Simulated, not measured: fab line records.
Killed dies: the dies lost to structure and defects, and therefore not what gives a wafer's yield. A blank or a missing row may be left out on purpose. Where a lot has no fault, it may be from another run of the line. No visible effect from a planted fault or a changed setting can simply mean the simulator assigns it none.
Split-lot experiment | flow n5Finfet | 7 lots, 21 wafers read, on a route of 1938 steps

== ABOUT THE SPLIT ==
At N5_SDB_COAT_03 (time 60 s, resist thk 100 nm), the setting spinRpm was moved away from the recipe's 1500 rpm on 10 of the 21 wafers read, by -9.4% to +5.6%. For the rest of the wafers, this setting stayed at what the recipe calls for.

== FROM THE SPLIT TO THE READING: what the file shows between them, 4 steps ==
- N5_SDB_COAT_04: time 60 s, resist thk 18 nm
- N5_SDB_COAT_05: resist thk 90 nm
- N5_SDB_DESCUM_16: chemistry O2, time 7.9 s
- N5_SDB_ETCH_17: etches SiARC in CF4, target depth 23.4 nm, time 39 s

== THE READING ==
etch.depthNm (the simulator's own value, which no gauge read), in nm, at N5_SDB_ETCH_18 (etches SOC in N2/H2, target depth 100 nm, overetch 20 nm, time 150 s). The file does not state a usual value for it. Here, 11 wafers ran the recipe; their average is 100.07 nm with a standard deviation of 0.28 nm.

wafer  | tool, chamber at the split | spinRpm as run, rpm | against the recipe | etch.depthNm, nm | against lot-mates on the recipe
L076.1 | lithoTrack-03, 0           | 1500                | recipe             | 99.78            | -
L076.5 | lithoTrack-03, 0           | 1446                | -3.6%              | 101.5            | +1.72
L076.6 | lithoTrack-03, 0           | 1446                | -3.6%              | 101.4            | +1.62
L078.1 | lithoTrack-02, 0           | 1359                | -9.4%              | 105.3            | +4.90
L078.2 | lithoTrack-02, 0           | 1359                | -9.4%              | 105.5            | +5.10
L078.4 | lithoTrack-02, 0           | 1500                | recipe             | 100.4            | -
L080.1 | lithoTrack-01, 0           | 1500                | recipe             | 99.86            | -
L080.2 | lithoTrack-01, 0           | 1500                | recipe             | 99.94            | -
L080.5 | lithoTrack-01, 0           | 1500                | recipe             | 100.1            | -
L084.2 | lithoTrack-03, 0           | 1500                | recipe             | 99.97            | -
L084.3 | lithoTrack-03, 0           | 1500                | recipe             | 99.8             | -
L084.6 | lithoTrack-03, 0           | 1500                | recipe             | 100.4            | -
L090.1 | lithoTrack-03, 0           | 1500                | recipe             | 99.94            | -
L090.3 | lithoTrack-03, 0           | 1500                | recipe             | 100.7            | -
L090.5 | lithoTrack-03, 0           | 1584                | +5.6%              | 97.41            | -2.91
L093.1 | lithoTrack-03, 0           | 1365                | -9.0%              | 104.9            | +5.01
L093.3 | lithoTrack-03, 0           | 1365                | -9.0%              | 104.7            | +4.81
L093.4 | lithoTrack-03, 0           | 1500                | recipe             | 99.89            | -
L095.1 | lithoTrack-01, 0           | 1439                | -4.1%              | 101.5            | no lot-mate on the recipe
L095.3 | lithoTrack-01, 0           | 1439                | -4.1%              | 101.3            | no lot-mate on the recipe
L095.6 | lithoTrack-01, 0           | 1439                | -4.1%              | 101.8            | no lot-mate on the recipe

FIT RESULTS
A straight line over all 21 wafers: etch.depthNm changes by -0.521 nm for each +1% of spinRpm; r = -0.98; the points scatter about the line by 0.41 nm.
The same after taking each lot's own level away (the mean of its wafers on the recipe; 18 wafers): -0.533 nm for each +1%; r = -1.00; scatter 0.21 nm.
Per that fit: largest spinRpm move, reading shift of 5 nm.
Across the lots, their own levels run from 99.780 to 100.400 nm, a range of 2.2 times the standard deviation given above.
So the lot-to-lot level changes the slope little: the two slopes agree.
Check: with one of the wafers moved furthest among these (-9.4%) left out of the fit, the line predicts +5.03 nm for it against its lot-mates. Against them it came out at +4.9 nm.

== THE WHOLE CHAIN: every reading that the file lists as answering this split, in the file's order ==
step            | what it does                                                         | reading                                                                   | change (the file's fit)               | r (the file's)
N5_SDB_COAT_03  | time 60 s, resist thk 100 nm                                         | SOC_of_SDB_COAT_03.thkNm (the simulator's own value, which no gauge read) | -0.544 nm for each +1% of the setting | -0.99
N5_SDB_ETCH_18  | etches SOC in N2/H2, target depth 100 nm, overetch 20 nm, time 150 s | etch.depthNm (the simulator's own value, which no gauge read)             | -0.534 nm for each +1% of the setting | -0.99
N5_SDB_STRIP_22 | strips in N2/H2                                                      | stripTimeToEndpointS                                                      | withheld for each +1% of the setting  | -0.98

== FILE'S OWN FIT ==
etch.depthNm changes by -0.534 nm for each +1% of spinRpm, r = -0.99.
